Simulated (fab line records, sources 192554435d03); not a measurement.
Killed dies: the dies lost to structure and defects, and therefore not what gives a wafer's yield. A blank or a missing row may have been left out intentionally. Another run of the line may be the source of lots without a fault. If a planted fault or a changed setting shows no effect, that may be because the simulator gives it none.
Which tool is to blame?    flow n5Finfet    12 lots, 36 wafers sampled, at 5 steps of a route of 1938

## WHAT THE GAUGES SHOWED, per wafer
N5_BEOL_M11_CD_MEAS_18: pitch 140 nm, target cd 70 nm.
lot   measured      on        cdNm (nm)
L074  day 10 21:44  cdSem-01  69.6 70.2 70.1
L077  day 11 14:24  cdSem-03  69.8 69.0 69.7
L080  day 12 06:52  cdSem-02  70.1 70.0 70.2
L081  day 12 15:44  cdSem-02  70.5 69.7 70.8
L082  day 13 03:11  cdSem-01  69.8 70.4 69.6
L085  day 13 20:02  cdSem-03  69.6 69.4 69.6
L087  day 14 09:41  cdSem-01  69.9 69.9 69.4
L088  day 14 09:26  cdSem-03  70.6 70.0 70.3
L091  day 14 15:04  cdSem-01  70.3 69.9 69.8
L092  day 15 08:09  cdSem-01  70.1 70.5 70.0
L095  day 16 06:59  cdSem-01  70.3 69.9 69.9
L097  day 16 20:32  cdSem-02  69.0 69.5 70.6

## TOOL THAT RAN EACH LOT (tool first, then ch and the chambers of the sampled wafers, then the start)
lot   N5_BEOL_M9_ALD_74                   N5_BEOL_M9_ANNEAL_51             N5_BEOL_M9_DEP_56                N5_BEOL_M10_ETCH_66
L074  aldMetal-01 ch 0,2, day 10 05:22    rtpAnneal-01 ch 0, day 10 08:52  pecvd-01 ch 0, day 10 09:32      rieDiel-03 ch 1,2,3, day 10 14:21
L077  aldMetal-01 ch 0,2,3, day 10 23:17  rtpAnneal-01 ch 0, day 11 02:46  pecvd-01 ch 1,2, day 11 03:21    rieDiel-05 ch 0,2,3, day 11 07:28
L080  aldMetal-01 ch 0,1, day 11 19:44    rtpAnneal-01 ch 0, day 11 21:34  pecvd-01 ch 0,1,2, day 11 22:13  rieDiel-05 ch 1,2,3, day 12 01:14
L081  aldMetal-01 ch 0,1,2, day 12 02:35  rtpAnneal-02 ch 0, day 12 03:35  pecvd-04 ch 1,2, day 12 04:14    rieDiel-03 ch 0,1,2, day 12 09:10
L082  aldMetal-04 ch 0,2,3, day 12 14:35  rtpAnneal-01 ch 0, day 12 15:43  pecvd-01 ch 0,2, day 12 16:19    rieDiel-03 ch 1,2,3, day 12 21:43
L085  aldMetal-01 ch 0,1,2, day 13 05:58  rtpAnneal-02 ch 0, day 13 06:48  pecvd-03 ch 0,2, day 13 07:25    rieDiel-03 ch 1,2,3, day 13 14:17
L087  aldMetal-02 ch 1,3, day 13 18:52    rtpAnneal-02 ch 0, day 13 19:37  pecvd-04 ch 0,1, day 13 20:16    rieDiel-02 ch 1,2,3, day 14 01:17
L088  aldMetal-01 ch 1,3, day 13 19:22    rtpAnneal-01 ch 0, day 13 21:11  pecvd-03 ch 0,2, day 13 22:05    rieDiel-03 ch 0,1,2, day 14 01:18
L091  aldMetal-02 ch 2,3, day 14 02:05    rtpAnneal-01 ch 0, day 14 03:44  pecvd-01 ch 0,2, day 14 04:23    rieDiel-05 ch 1,2, day 14 08:22
L092  aldMetal-02 ch 0,3, day 14 18:48    rtpAnneal-02 ch 0, day 14 20:22  pecvd-03 ch 1,2, day 14 21:02    rieDiel-03 ch 1,3, day 15 00:47
L095  aldMetal-02 ch 1,2,3, day 15 13:46  rtpAnneal-01 ch 0, day 15 14:32  pecvd-03 ch 0,1, day 15 15:11    rieDiel-03 ch 0,1,2, day 15 22:35
L097  aldMetal-01 ch 0,2, day 16 07:11    rtpAnneal-01 ch 0, day 16 08:56  pecvd-04 ch 0,1, day 16 09:36    rieDiel-05 ch 1,2,3, day 16 14:06
- N5_BEOL_M9_ALD_74: deposits TaN, target thk 2 nm, pulse time 2 s, purge time 3 s.
- N5_BEOL_M9_ANNEAL_51: time 90 s.
- N5_BEOL_M9_DEP_56: deposits SiCN from 3MS/NH3, target thk 15 nm, time 26.5 s.
- N5_BEOL_M10_ETCH_66: etches SOC in N2/H2, target depth 120 nm, overetch 24 nm, time 180 s.

## THE ANSWER, worked out from the rows above alone
Rule: usual is defined by the lots themselves. The widest of any qualifying gaps counts: lots, ordered by their means at a reading, are off when they make up no more than a third of the lots, leave a main group of 4 or more, and stand apart from it by 3 or more times the standard deviation of that group's means. The tables above print the reading to a certain number of digits; a main group whose means all agree to those digits is not used. Also off: a lot with no number at a reading for which 4 or more lots have one. The other lots that the step has rows for count as sound.
Nothing can be told from this: no lot is off at any reading shown.

## WHAT HAD BEEN PUT IN BY THE SIMULATOR
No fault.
